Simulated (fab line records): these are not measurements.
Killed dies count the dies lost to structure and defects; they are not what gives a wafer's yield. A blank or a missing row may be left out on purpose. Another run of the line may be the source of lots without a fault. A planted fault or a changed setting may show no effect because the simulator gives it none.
Chamber matching | flow n5-finfet | N5_BEOL_M1_CO_CAP_55 on cvd-co-02 has 3 sister chambers
The step material Co, precursor CCTBA/H2, target thk 2 nm, time 102.1 s. 6 wafers are shown with their chamber, then 12 later ones without.

## WAFERS, EACH WITH ITS CHAMBER
wafer  | chamber | heater-power-w (W)
L083.6 | 2       | 260
L082.1 | 2       | 260
L084.6 | 0       | 242
L087.2 | 0       | 247
L087.3 | 1       | 202
L087.4 | 1       | 210

## WAFERS WITHOUT THEIR CHAMBER
wafer  | heater-power-w (W)
L089.2 | 247
L089.3 | 254
L089.6 | 204
L091.2 | 248
L091.4 | 200
L091.5 | 255
L095.2 | 202
L095.3 | 258
L095.5 | 201
L096.2 | 203
L096.4 | 250
L096.6 | 203

## WHICH CHAMBER EACH WENT THROUGH
wafer  | from the rows above     | in truth
L089.2 | 0                       | 0
L089.3 | can't be placed: 2 or 0 | 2
L089.6 | 1                       | 1
L091.2 | 0                       | 0
L091.4 | 1                       | 1
L091.5 | can't be placed: 2 or 0 | 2
L095.2 | 1                       | 1
L095.3 | 2                       | 2
L095.5 | 1                       | 1
L096.2 | 1                       | 1
L096.4 | can't be placed: 0 or 2 | 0
L096.6 | 1                       | 1
Correct placement for 9 of the 12. Unplaceable from these rows: 3, with the true chamber sitting among the candidates in 3. Wrongly placed: 0.
How it was worked out, from the rows above alone: a wafer's distance from a chamber is the root of the sum, over the readings, of the square of ((its reading less the chamber's mean) divided by the reading's scatter). The wafer belongs to the nearest chamber; if the next one is less than 2 further off, it can't be placed. A chamber's mean is the mean of its shown wafers. The scatter is the square root of a quotient: the sum, over the shown wafers, of each reading's squared deviation from its chamber's mean, divided by wafers minus chambers.
